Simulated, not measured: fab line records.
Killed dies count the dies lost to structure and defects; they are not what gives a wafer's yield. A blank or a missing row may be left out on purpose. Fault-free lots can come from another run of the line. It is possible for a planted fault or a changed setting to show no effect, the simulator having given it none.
fab line records	flow n5_finfet
record: lots: 7	wafers: 21
route steps=1938 shown SD_EPI_P@300 HKMG_FIN@392 GATE_CUT@480
start_h: the number of hours between the record's first day and the start of the first shown wafer of the lot	wait_h: time in hours since the lot's previous step	" as in the row above	L1.1+2: a row that stands for several wafers	- no value, or no start given	* or withheld: withheld	< > ~ a bound
route shown NAME@n: names a module that has steps shown in the file, with the first one's number in the route	usual: mean/standard deviation of fault-free wafers	same: alike in all rows	chamber/n: place in a boat	sites: the reading at each site	_std_site: their standard deviation	_edge_site: mean of outer sites minus mean of inner sites	radius_mm: how far each site lies from the wafer's centre	mask NAME#n: copy n	behind: tool/chamber where the wafer was last shaped	hold: why the lot went on hold/how many hours it stayed there/how the hold came to an end	device: the n, p or np transistor that did not switch	end of line: at the end of the route, the tests of the same wafers	a step given without rows: its recipe and nothing more	killed: count of dies lost to structure and defects at first sort (not the wafer's yield)	map: per-die view of a wafer (x killed, . not killed, _ where there is no die)
set.NAME: setting as actually run; set.NAME@STEP: the setting as run at that earlier step	model.NAME: the simulator's own value behind a step, which no gauge read
lots whose settings were changed on purpose; a table a step, a row a wafer
== steps ==
step: N5_SD_EPI_P_EXPOSE_06
recipe: mask_id: SD_P_BLK	na: 1.35	source_shape: conventional	sigma_outer: 0.8	polarization: unpolarized	target_cd_nm: 240	dose_mj: 39.5
lot.wafer	tool	chamber	start_h	wait_h	mask	set.dose_mj
L074.1+2+3	arfi_scanner-01	0	53.20	-	SD_P_BLK#0	39.5
L075.1+3	arfi_scanner-03	0	58.70	-	SD_P_BLK#0	39.5
L075.5	"	0	"	"	SD_P_BLK#0	38.03
L081.2+3+4	arfi_scanner-03	0	99.79	-	SD_P_BLK#0	39.5
L084.3	arfi_scanner-01	0	114.18	-	SD_P_BLK#0	39.5
L084.4+6	"	0	"	"	SD_P_BLK#0	36.64
L085.1	arfi_scanner-01	0	122.33	-	SD_P_BLK#0	39.5
L085.2+6	"	0	"	"	SD_P_BLK#0	40.27
L092.2+3	arfi_scanner-01	0	163.74	-	SD_P_BLK#0	41.33
L092.5	"	0	"	"	SD_P_BLK#0	39.5
L094.2	arfi_scanner-02	0	176.94	-	SD_P_BLK#0	39.5
L094.3+6	"	0	"	"	SD_P_BLK#0	37.94
step: N5_SD_EPI_P_PEB_07
recipe: peb_temp_c: 110	peb_time_s: 60	resist: CAR-ArF-block
step: N5_SD_EPI_P_DEVELOP_08
recipe: develop_time_s: 30	developer: TMAH	resist: CAR-ArF-block	dev_temp_c: 23	rinse_liquid: diw	dry: air_spin
step: N5_SD_EPI_P_CD_MEAS_09
recipe: target_cd_nm: 240	landing_energy_ev: 500	detector: se_inlens
usual: cd_nm: 240.0/0.91
lot.wafer	tool	chamber	start_h	wait_h	set.dose_mj@SD_EPI_P_EXPOSE_06	cd_nm
L074.1	cd_sem-01	0	53.33	-	39.5	238.9
L074.2	"	0	"	"	39.5	240.4
L074.3	"	0	"	"	39.5	241.0
L075.1	cd_sem-02	0	58.83	-	39.5	239.5
L075.3	"	0	"	"	39.5	240.7
L075.5	"	0	"	"	38.03	237.0
L081.2	cd_sem-03	0	99.91	-	39.5	241.3
L081.3	"	0	"	"	39.5	240.7
L081.4	"	0	"	"	39.5	239.6
L084.3	cd_sem-03	0	114.29	-	39.5	240.4
L084.4	"	0	"	"	36.64	235.4
L084.6	"	0	"	"	36.64	234.6
L085.1	cd_sem-01	0	122.45	-	39.5	238.1
L085.2	"	0	"	"	40.27	240.5
L085.6	"	0	"	"	40.27	241.4
L092.2	cd_sem-03	0	163.86	-	41.33	241.7
L092.3	"	0	"	"	41.33	242.3
L092.5	"	0	"	"	39.5	239.1
L094.2	cd_sem-03	0	177.06	-	39.5	242.3
L094.3	"	0	"	"	37.94	238.8
L094.6	"	0	"	"	37.94	237.5
step: N5_SD_EPI_P_DESCUM_14
recipe: chemistry: O2	time_s: 7.9	source_power_w: 50	bias_power_w: 20	pressure_mtorr: 20	rf_frequency_hz: 2.712e+07	temp_c: 40	resist: CAR-ArF-block	o2_flow_sccm: 225
lot.wafer	tool	chamber	start_h	wait_h	set.dose_mj@SD_EPI_P_EXPOSE_06	model.SD_EPI_P.cd_nm
L074.1	rie_diel-02	0	53.42	0.0	39.5	239.2
L074.2	"	3	"	"	39.5	240.2
L074.3	"	2	"	"	39.5	241
L075.1	rie_diel-04	2	58.92	0.0	39.5	239.2
L075.3	"	1	"	"	39.5	240.6
L075.5	"	3	"	"	38.03	236.8
L081.2	rie_diel-02	2	100.16	0.2	39.5	241
L081.3	"	3	"	"	39.5	240.6
L081.4	"	0	"	"	39.5	239.6
L084.3	rie_diel-04	2	114.38	0.0	39.5	240
L084.4	"	0	"	"	36.64	235.2
L084.6	"	2	"	"	36.64	234.6
L085.1	rie_diel-02	2	122.64	0.1	39.5	238.6
L085.2	"	3	"	"	40.27	240.8
L085.6	"	1	"	"	40.27	241.8
L092.2	rie_diel-05	0	163.95	0.0	41.33	241.4
L092.3	"	1	"	"	41.33	242.6
L092.5	"	2	"	"	39.5	239.2
L094.2	rie_diel-05	2	177.14	0.0	39.5	242.4
L094.3	"	3	"	"	37.94	239
L094.6	"	0	"	"	37.94	237.4
step: N5_SD_EPI_P_ETCH_36
recipe: chemistry: CF4	target: SiARC	target_depth_a: 455	mask_material: CAR-ArF-block	time_s: 75.8	ion_energy_ev: 80	pressure_mtorr: 40	source_w: 545	bias_w: 36	Ar_flow_sccm: 100	cf4_flow_sccm: 100	ends: cleared
lot.wafer	tool	chamber	start_h	wait_h	set.dose_mj@SD_EPI_P_EXPOSE_06	model.SD_EPI_P.cd_nm
L074.1	rie_diel-02	0	53.45	0.0	39.5	239
L074.2	"	3	"	"	39.5	240
L074.3	"	2	"	"	39.5	241
L075.1	rie_diel-04	2	58.95	0.0	39.5	239.4
L075.3	"	1	"	"	39.5	241
L075.5	"	3	"	"	38.03	236.6
L081.2	rie_diel-02	2	100.20	0.0	39.5	241
L081.3	"	3	"	"	39.5	240.4
L081.4	"	0	"	"	39.5	239.6
L084.3	rie_diel-04	2	114.41	0.0	39.5	240.2
L084.4	"	0	"	"	36.64	235.4
L084.6	"	2	"	"	36.64	234.6
L085.1	rie_diel-02	2	122.68	0.0	39.5	238.2
L085.2	"	3	"	"	40.27	240.6
L085.6	"	1	"	"	40.27	241.6
L092.2	rie_diel-05	0	163.98	0.0	41.33	241.2
L092.3	"	1	"	"	41.33	242.4
L092.5	"	2	"	"	39.5	239.2
L094.2	rie_diel-05	2	177.18	0.0	39.5	242.6
L094.3	"	3	"	"	37.94	239
L094.6	"	0	"	"	37.94	237
step: N5_SD_EPI_P_ETCH_37
recipe: chemistry: N2/H2	target: SOC	overetch_a: 1080	mask_material: SiARC	temp_c: 40	ion_energy_ev: 100	source_w: 3000	bias_w: 133	pressure_mtorr: 20	time_s: 486	n2_flow_sccm: 200	h2_flow_sccm: 200	ends: end_point
lot.wafer	tool	chamber	start_h	wait_h	set.dose_mj@SD_EPI_P_EXPOSE_06	model.SD_EPI_P.cd_nm
L074.1	rie_diel-02	0	53.51	0.0	39.5	238.4
L074.2	"	3	"	"	39.5	239.6
L074.3	"	2	"	"	39.5	239.4
L075.1	rie_diel-04	2	59.01	0.0	39.5	238.8
L075.3	"	1	"	"	39.5	240.6
L075.5	"	3	"	"	38.03	235.4
L081.2	rie_diel-02	2	100.25	0.0	39.5	239.6
L081.3	"	3	"	"	39.5	240.2
L081.4	"	0	"	"	39.5	239.2
L084.3	rie_diel-04	2	114.47	0.0	39.5	238.8
L084.4	"	0	"	"	36.64	235.2
L084.6	"	2	"	"	36.64	234.2
L085.1	rie_diel-02	2	122.74	0.0	39.5	236.8
L085.2	"	3	"	"	40.27	240.2
L085.6	"	1	"	"	40.27	240
L092.2	rie_diel-05	0	164.04	0.0	41.33	241.6
L092.3	"	1	"	"	41.33	240.6
L092.5	"	2	"	"	39.5	239.2
L094.2	rie_diel-05	2	177.23	0.0	39.5	242.8
L094.3	"	3	"	"	37.94	238.4
L094.6	"	0	"	"	37.94	237.8
step: N5_SD_EPI_P_STRIP_38
recipe: chemistry: N2/H2	temp_c: 40	n2_flow_sccm: 200	h2_flow_sccm: 200	rf_frequency_hz: 6e+07
step: N5_SD_EPI_P_ETCHBACK_46
recipe: chemistry: CH3F/O2	mode: anisotropic_etchback	target: SiNx	target_depth_a: 175	stop_on: SiO2	over_etch_frac: 0.3	ion_energy_ev: 120	pressure_mtorr: 30	source_w: 395	bias_w: 73	Ar_flow_sccm: 150	CH3F_flow_sccm: 30	O2_flow_sccm: 20
lot.wafer	tool	chamber	start_h	wait_h	set.dose_mj@SD_EPI_P_EXPOSE_06	model.SD_EPI_P.cd_nm
L074.1	rie_diel-02	0	53.83	0.0	39.5	238.4
L074.2	"	3	"	"	39.5	239.8
L074.3	"	2	"	"	39.5	239.4
L075.1	rie_diel-04	2	59.33	0.0	39.5	239
L075.3	"	1	"	"	39.5	240.6
L075.5	"	3	"	"	38.03	235.4
L081.2	rie_diel-02	2	100.58	0.0	39.5	239.6
L081.3	"	3	"	"	39.5	240.4
L081.4	"	0	"	"	39.5	239.2
L084.3	rie_diel-04	2	114.80	0.0	39.5	238.8
L084.4	"	0	"	"	36.64	235.4
L084.6	"	2	"	"	36.64	234.2
L085.1	rie_diel-02	2	123.06	0.0	39.5	236.8
L085.2	"	3	"	"	40.27	240.2
L085.6	"	1	"	"	40.27	240
L092.2	rie_diel-05	0	164.36	0.0	41.33	241.4
L092.3	"	1	"	"	41.33	240.6
L092.5	"	2	"	"	39.5	239.2
L094.2	rie_diel-05	2	177.56	0.0	39.5	242.8
L094.3	"	3	"	"	37.94	238.4
L094.6	"	0	"	"	37.94	237.8
step: N5_SD_EPI_P_ETCH_47
recipe: chemistry: CH3F/O2	target: SiOCN	target_depth_a: 250	mask_material: SOC	ion_energy_ev: 60	bias_w: 29	pressure_mtorr: 30	source_w: 410	Ar_flow_sccm: 150	CH3F_flow_sccm: 30	O2_flow_sccm: 20
step: N5_SD_EPI_P_ETCH_16
recipe: chemistry: CHF3/O2	target: SiO2	target_depth_a: 50	mask_material: SOC	pressure_mtorr: 30	source_w: 650	bias_w: 170	Ar_flow_sccm: 200	CHF3_flow_sccm: 50	O2_flow_sccm: 5	ion_energy_ev: 200
lot.wafer	tool	chamber	start_h	wait_h	set.dose_mj@SD_EPI_P_EXPOSE_06	model.SD_EPI_P.cd_nm
L074.1	rie_diel-02	0	54.03	0.1	39.5	238.2
L074.2+3	"	3,2	"	"	39.5	239.6
L075.1	rie_diel-04	2	59.53	0.1	39.5	239.2
L075.3	"	1	"	"	39.5	240.4
L075.5	"	3	"	"	38.03	235.2
L081.2	rie_diel-02	2	100.78	0.1	39.5	239.6
L081.3	"	3	"	"	39.5	240.2
L081.4	"	0	"	"	39.5	239.4
L084.3	rie_diel-04	2	115.00	0.1	39.5	239
L084.4	"	0	"	"	36.64	235.2
L084.6	"	2	"	"	36.64	234.4
L085.1	rie_diel-02	2	123.26	0.1	39.5	236.8
L085.2+6	"	3,1	"	"	40.27	240
L092.2	rie_diel-05	0	164.56	0.1	41.33	241.4
L092.3	"	1	"	"	41.33	240.6
L092.5	"	2	"	"	39.5	239.2
L094.2	rie_diel-05	2	177.76	0.1	39.5	242.8
L094.3	"	3	"	"	37.94	238.4
L094.6	"	0	"	"	37.94	237.8
step: N5_SD_EPI_P_STRIP_50
recipe: chemistry: CHF3/O2	resist: SiARC	rf_frequency_hz: 6e+07
step: N5_SD_EPI_P_SD_RECESS_17
recipe: chemistry: HBr/Cl2/O2	target_depth_a: 391	bt_time_s: 3	pressure_mtorr: 10	icp_w: 800	bias_w: 112	HBr_flow_sccm: 150	Cl2_flow_sccm: 80	O2_flow_sccm: 12
step: N5_SD_EPI_P_EPI_21
recipe: material: SiGe:B	dopant: B	temp_c: 550	pressure_torr: 20	ambient: H2	time_s: 355
step: N5_SD_EPI_P_HM_STRIP_48
recipe: chemistry: H3PO4	temp_c: 160	material: SiNx	target: SiNx	target_depth_a: 30	overetch_fraction: 0.3
lot.wafer	tool	chamber	start_h	wait_h	set.temp_c@SD_EPI_N_EPI_21	model.Si-P_of_SD_EPI_N_EPI_21.thk_nm
L074.1	wet_bench-01	3	57.00	0.0	680	57.8
L074.2	"	4	"	"	680	58.2
L074.3	"	7	"	"	680	58.4
L075.1	wet_bench-02	0	62.50	0.0	680	59
L075.3	"	2	"	"	680	58.6
L075.5	"	3	"	"	680	58.8
L081.2	wet_bench-02	1	104.58	0.0	680	59.4
L081.3	"	4	"	"	683.6	63
L081.4	"	2	"	"	683.6	62.8
L084.3	wet_bench-02	3	117.96	0.0	680	59.4
L084.4	"	5	"	"	680	58.4
L084.6	"	2	"	"	680	58.6
L085.1	wet_bench-02	5	127.07	0.0	680	58.2
L085.2	"	2	"	"	684	62.8
L085.6	"	6	"	"	684	61.8
L092.2	wet_bench-06	2	168.38	0.0	684.5	63.6
L092.3	"	5	"	"	684.5	63.8
L092.5	"	3	"	"	680	59
L094.2	wet_bench-02	0	180.74	0.0	677.3	56.4
L094.3	"	2	"	"	680	59.8
L094.6	"	3	"	"	677.3	57.2
step: N5_HKMG_FIN_COAT_43
recipe: resist: CAR-ArF	spin_rpm: 1500	resist_thk_nm: 90
lot.wafer	tool	chamber	start_h	wait_h	set.spin_rpm	model.CAR-ArF_of_HKMG_FIN_COAT_43.thk_nm
L074.1	litho_track-03	0	-	-	1500	90.4
L074.2+3	"	0	"	"	1500	90.2
L075.1+3	litho_track-03	0	-	-	1500	89.8
L075.5	"	0	"	"	1500	90
L081.2	litho_track-03	0	-	-	1500	89.8
L081.3+4	"	0	"	"	1500	90.2
L084.3	litho_track-04	0	-	-	1500	89.6
L084.4	"	0	"	"	1617	86.6
L084.6	"	0	"	"	1617	86.4
L085.1+2	litho_track-03	0	-	-	1500	90.6
L085.6	"	0	"	"	1648	86.4
L092.2+5	litho_track-04	0	-	-	1500	89.8
L092.3	"	0	"	"	1500	89.6
L094.2	litho_track-04	0	-	-	1500	89.6
L094.3+6	"	0	"	"	1500	89.8
step: N5_HKMG_FIN_EXPOSE_46
recipe: mask_id: NDIPOLE	na: 1.35	source_shape: conventional	sigma_outer: 0.8	polarization: unpolarized	dose_mj: 40
lot.wafer	tool	chamber	start_h	wait_h	mask	set.dose_mj
L074.1+2+3	arfi_scanner-01	0	70.62	-	NDIPOLE#0	40
L075.1+3	arfi_scanner-01	0	75.63	-	NDIPOLE#0	42.01
L075.5	"	0	"	"	NDIPOLE#0	40
L081.2+3	arfi_scanner-01	0	118.95	-	NDIPOLE#0	38.24
L081.4	"	0	"	"	NDIPOLE#0	40
L084.3+4	arfi_scanner-02	0	131.51	-	NDIPOLE#0	37.61
L084.6	"	0	"	"	NDIPOLE#0	40
L085.1+2+6	arfi_scanner-01	0	140.35	-	NDIPOLE#0	38.54
L092.2	arfi_scanner-02	0	181.62	-	NDIPOLE#0	40
L092.3+5	"	0	"	"	NDIPOLE#0	38.8
L094.2	arfi_scanner-02	0	194.16	-	NDIPOLE#0	41.7
L094.3+6	"	0	"	"	NDIPOLE#0	40
step: N5_HKMG_FIN_PEB_47
recipe: peb_temp_c: withheld	peb_time_s: 60	resist: CAR-ArF
step: N5_HKMG_FIN_DEVELOP_48
recipe: develop_time_s: 30	developer: TMAH	resist: CAR-ArF	rinse_liquid: diw	dry: air_spin	dev_temp_c: 23
step: N5_HKMG_FIN_CD_MEAS_49
recipe: target_cd_nm: 202	landing_energy_ev: 500	detector: se_inlens	polarity: opening
usual: cd_nm: 201.8/0.63
lot.wafer	tool	chamber	start_h	wait_h	set.dose_mj@HKMG_FIN_EXPOSE_46	cd_nm
L074.1	cd_sem-03	0	70.75	-	40	201.9
L074.2	"	0	"	"	40	202.3
L074.3	"	0	"	"	40	201.2
L075.1	cd_sem-02	0	75.76	-	42.01	204.0
L075.3	"	0	"	"	42.01	205.4
L075.5	"	0	"	"	40	201.3
L081.2	cd_sem-02	0	119.07	-	38.24	198.8
L081.3	"	0	"	"	38.24	199.7
L081.4	"	0	"	"	40	202.2
L084.3	cd_sem-02	0	131.63	-	37.61	198.4
L084.4	"	0	"	"	37.61	199.1
L084.6	"	0	"	"	40	202.3
L085.1	cd_sem-02	0	140.47	-	38.54	200.2
L085.2	"	0	"	"	38.54	199.3
L085.6	"	0	"	"	38.54	199.8
L092.2	cd_sem-01	0	181.74	-	40	200.6
L092.3	"	0	"	"	38.8	199.8
L092.5	"	0	"	"	38.8	200.4
L094.2	cd_sem-02	0	194.28	-	41.7	204.1
L094.3	"	0	"	"	40	201.2
L094.6	"	0	"	"	40	200.7
step: N5_HKMG_FIN_DESCUM_53
recipe: chemistry: O2	time_s: 7.9	source_power_w: 50	bias_power_w: 20	pressure_mtorr: 20	rf_frequency_hz: 2.712e+07	temp_c: 40	resist: CAR-ArF	o2_flow_sccm: 225
lot.wafer	tool	chamber	start_h	wait_h	set.spin_rpm@HKMG_FIN_COAT_43	model.CAR-ArF_of_HKMG_FIN_COAT_43.thk_nm
L074.1	rie_diel-06	1	70.83	0.0	1500	83.8
L074.2+3	"	0,2	"	"	1500	83.6
L075.1+3	rie_diel-01	0,3	76.07	0.3	1500	83.2
L075.5	"	3	"	"	1500	83.4
L081.2	rie_diel-03	0	119.15	0.0	1500	83.4
L081.3+4	"	2,3	"	"	1500	83.6
L084.3	rie_diel-01	1	131.75	0.1	1500	83
L084.4	"	0	"	"	1617	79.8
L084.6	"	1	"	"	1617	80
L085.1+2	rie_diel-03	0,3	140.56	0.0	1500	84
L085.6	"	1	"	"	1648	80
L092.2+5	rie_diel-03	1	181.83	0.0	1500	83.2
L092.3	"	3	"	"	1500	83
L094.2	rie_diel-06	2	194.36	0.0	1500	83
L094.3+6	"	0,1	"	"	1500	83.2
step: N5_HKMG_FIN_ETCH_54
recipe: chemistry: CF4	target: SiARC	target_depth_a: 455	mask_material: CAR-ArF	time_s: 75.8	ion_energy_ev: 80	pressure_mtorr: 40	source_w: 545	bias_w: 36	Ar_flow_sccm: 100	cf4_flow_sccm: 100	ends: cleared
lot.wafer	tool	chamber	start_h	wait_h	set.dose_mj@HKMG_FIN_EXPOSE_46	model.HKMG_FIN.cd_offset_nm
L074.1	rie_diel-06	1	70.87	0.0	40	-0.2
L074.2	"	0	"	"	40	0
L074.3	"	2	"	"	40	-1
L075.1	rie_diel-01	0	76.10	0.0	42.01	2.4
L075.3	"	3	"	"	42.01	3.6
L075.5	"	3	"	"	40	-0.4
L081.2	rie_diel-03	0	119.19	0.0	38.24	-3.4
L081.3	"	2	"	"	38.24	-2.4
L081.4	"	3	"	"	40	-0.2
L084.3	rie_diel-01	1	131.79	0.0	37.61	-3.8
L084.4	"	0	"	"	37.61	-2.4
L084.6	"	1	"	"	40	0.2
L085.1	rie_diel-03	0	140.59	0.0	38.54	-1.8
L085.2	"	3	"	"	38.54	-2.6
L085.6	"	1	"	"	38.54	-2
L092.2	rie_diel-03	1	181.87	0.0	40	-1.4
L092.3	"	3	"	"	38.8	-2.4
L092.5	"	1	"	"	38.8	-2
L094.2	rie_diel-06	2	194.40	0.0	41.7	1.6
L094.3	"	0	"	"	40	-1
L094.6	"	1	"	"	40	-1.2
step: N5_HKMG_FIN_COAT_06
recipe: resist: CAR-ArF	spin_rpm: 1500	resist_thk_nm: 90
lot.wafer	tool	chamber	start_h	wait_h	set.spin_rpm	model.CAR-ArF_of_HKMG_FIN_COAT_06.thk_nm
L074.1+3	litho_track-03	0	-	-	1500	90.2
L074.2	"	0	"	"	1500	90.4
L075.1	litho_track-03	0	-	-	1500	90.6
L075.3	"	0	"	"	1384	94.2
L075.5	"	0	"	"	1384	94
L081.2+3	litho_track-04	0	-	-	1664	85.2
L081.4	"	0	"	"	1500	89.6
L084.3+4	litho_track-04	0	-	-	1500	89.8
L084.6	"	0	"	"	1500	90
L085.1	litho_track-04	0	-	-	1500	89.8
L085.2	"	0	"	"	1500	89.6
L085.6	"	0	"	"	1500	89.4
L092.2	litho_track-02	0	-	-	1575	87.8
L092.3+5	"	0	"	"	1500	89.8
L094.2+6	litho_track-02	0	-	-	1500	90.4
L094.3	"	0	"	"	1500	90.6
step: N5_HKMG_FIN_EBR_08
recipe: solvent: PGMEA	ebr_width_mm: 1.5
step: N5_HKMG_FIN_SOFTBAKE_07
recipe: temp_c: 110	time_s: 60	resist: CAR-ArF
step: N5_HKMG_FIN_DESCUM_17
recipe: chemistry: O2	time_s: 7.9	source_power_w: 50	bias_power_w: 20	pressure_mtorr: 20	rf_frequency_hz: 2.712e+07	temp_c: 40	resist: CAR-ArF	o2_flow_sccm: 225
lot.wafer	tool	chamber	start_h	wait_h	set.spin_rpm@HKMG_FIN_COAT_06	model.CAR-ArF_of_HKMG_FIN_COAT_06.thk_nm
L074.1+3	rie_diel-03	3,1	74.44	0.0	1500	83.6
L074.2	"	0	"	"	1500	83.8
L075.1	rie_diel-06	3	79.45	0.0	1500	84
L075.3	"	1	"	"	1384	87.6
L075.5	"	2	"	"	1384	87.4
L081.2+3	rie_diel-03	3,1	122.60	0.0	1664	78.6
L081.4	"	0	"	"	1500	83.2
L084.3+4	rie_diel-06	3,0	135.37	0.3	1500	83.2
L084.6	"	3	"	"	1500	83.4
L085.1	rie_diel-01	3	144.62	0.8	1500	83.2
L085.2	"	0	"	"	1500	83
L085.6	"	1	"	"	1500	82.8
L092.2	rie_diel-06	3	185.23	0.0	1575	81.2
L092.3	"	1	"	"	1500	83.2
L092.5	"	3	"	"	1500	83.4
L094.2+3	rie_diel-03	0,3	198.01	0.0	1500	84
L094.6	"	3	"	"	1500	83.8
step: N5_GATE_CUT_COAT_27
recipe: resist: underlayer	temp_c: 205	time_s: 60	spin_rpm: 1500	resist_thk_nm: 10
lot.wafer	tool	chamber	start_h	wait_h	set.spin_rpm	model.underlayer_of_GATE_CUT_COAT_27.thk_nm
L074.1+2+3	litho_track-04	0	-	-	1500	10
L075.1+3+5	litho_track-04	0	-	-	1500	10
L081.2+3	litho_track-01	0	-	-	1603	9.6
L081.4	"	0	"	"	1500	10
L084.3	litho_track-05	0	-	-	1449	10.2
L084.4+6	"	0	"	"	1500	10
L085.1+2+6	litho_track-05	0	-	-	1500	10
L092.2+5	litho_track-01	0	-	-	1578	9.8
L092.3	"	0	"	"	1500	10
L094.2+3	litho_track-01	0	-	-	1584	9.8
L094.6	"	0	"	"	1500	10
== key ==
split: step: N5_SD_EPI_P_EXPOSE_06	setting: dose_mj	stated: 39.5	by: wafer
response: step: N5_SD_EPI_P_CD_MEAS_09	reading: cd_nm	change: +0.797	per: 1%	r: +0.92
response: step: N5_SD_EPI_P_DESCUM_14	reading: model.SD_EPI_P.cd_nm	change: +0.777	per: 1%	r: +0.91
response: step: N5_SD_EPI_P_ETCH_36	reading: model.SD_EPI_P.cd_nm	change: +0.811	per: 1%	r: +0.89
response: step: N5_SD_EPI_P_ETCH_37	reading: model.SD_EPI_P.cd_nm	change: +0.742	per: 1%	r: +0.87
response: step: N5_SD_EPI_P_ETCHBACK_46	reading: model.SD_EPI_P.cd_nm	change: +0.734	per: 1%	r: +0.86
response: step: N5_SD_EPI_P_ETCH_16	reading: model.SD_EPI_P.cd_nm	change: +0.753	per: 1%	r: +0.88
split: step: N5_HKMG_FIN_COAT_43	setting: spin_rpm	stated: 1500	by: wafer
response: step: N5_HKMG_FIN_COAT_43	reading: model.CAR-ArF_of_HKMG_FIN_COAT_43.thk_nm	change: -0.415	per: 1%	r: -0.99
response: step: N5_HKMG_FIN_DESCUM_53	reading: model.CAR-ArF_of_HKMG_FIN_COAT_43.thk_nm	change: -0.402	per: 1%	r: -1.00
split: step: N5_HKMG_FIN_EXPOSE_46	setting: dose_mj	stated: 40	by: wafer
response: step: N5_HKMG_FIN_CD_MEAS_49	reading: cd_nm	change: +0.617	per: 1%	r: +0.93
response: step: N5_HKMG_FIN_ETCH_54	reading: model.HKMG_FIN.cd_offset_nm	change: +0.583	per: 1%	r: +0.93
split: step: N5_HKMG_FIN_COAT_06	setting: spin_rpm	stated: 1500	by: wafer
response: step: N5_HKMG_FIN_COAT_06	reading: model.CAR-ArF_of_HKMG_FIN_COAT_06.thk_nm	change: -0.417	per: 1%	r: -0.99
response: step: N5_HKMG_FIN_DESCUM_17	reading: model.CAR-ArF_of_HKMG_FIN_COAT_06.thk_nm	change: -0.43	per: 1%	r: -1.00
split: step: N5_GATE_CUT_COAT_27	setting: spin_rpm	stated: 1500	by: wafer
response: step: N5_GATE_CUT_COAT_27	reading: model.underlayer_of_GATE_CUT_COAT_27.thk_nm	change: -0.0477	per: 1%	r: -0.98
split outside_this_file step=N5_SD_EPI_N_EPI_21 setting=temp_c
split outside_this_file: this setting was split too, and the file shows its column; the key of that split is in another file
